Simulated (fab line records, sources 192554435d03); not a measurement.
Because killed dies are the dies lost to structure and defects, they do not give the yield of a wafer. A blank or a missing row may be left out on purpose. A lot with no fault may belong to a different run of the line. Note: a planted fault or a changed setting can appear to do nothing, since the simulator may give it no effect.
Matching of chambers | flow n5-finfet | N5_BEOL_M2_VIA_ETCH_34 on rie-diel-03 has 4 sister chambers
The step etches the open film in C4F6/O2, target depth 69.4 nm, time 65.9 s. 4 wafers are shown with their chamber, then 9 later ones without.

== WAFERS WITH THEIR CHAMBER ==
wafer  | chamber | showerhead-plenum-p-Torr (Torr)
L077.3 | 2       | 2.74
L090.1 | 3       | 2.89
L090.5 | 1       | 2.70
L090.6 | 0       | 2.91

== WAFERS WITH NO CHAMBER GIVEN ==
wafer  | showerhead-plenum-p-Torr (Torr)
L092.2 | 2.91
L092.5 | 2.72
L092.6 | 2.89
L093.3 | 2.89
L093.4 | 2.72
L093.5 | 2.70
L096.1 | 2.72
L096.2 | 2.89
L096.3 | 2.90

== WHICH CHAMBER EACH ONE RAN IN ==
wafer  | from the rows above     | in truth
L092.2 | can't be placed: 0 or 3 | 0
L092.5 | can't be placed: 1 or 2 | 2
L092.6 | can't be placed: 3 or 0 | 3
L093.3 | can't be placed: 3 or 0 | 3
L093.4 | can't be placed: 1 or 2 | 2
L093.5 | 1                       | 1
L096.1 | can't be placed: 1 or 2 | 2
L096.2 | can't be placed: 3 or 0 | 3
L096.3 | can't be placed: 3 or 0 | 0
Correctly placed: 1 of 9. From these rows, 8 cannot be placed; in 8 the true chamber is one of the candidates. Number placed wrongly: 0.
How it was worked out, from the rows above alone: a wafer's distance from a chamber is the root of the sum, over the readings, of the square of ((its reading less the chamber's mean) divided by the reading's scatter). The wafer belongs to the nearest chamber; if the next one is less than 2 further off, it can't be placed. Each chamber's mean is taken over the wafers shown for it. The scatter (one wafer shown for each chamber): square how far every hidden wafer sits from the nearest shown wafer, average those squares and take the square root.
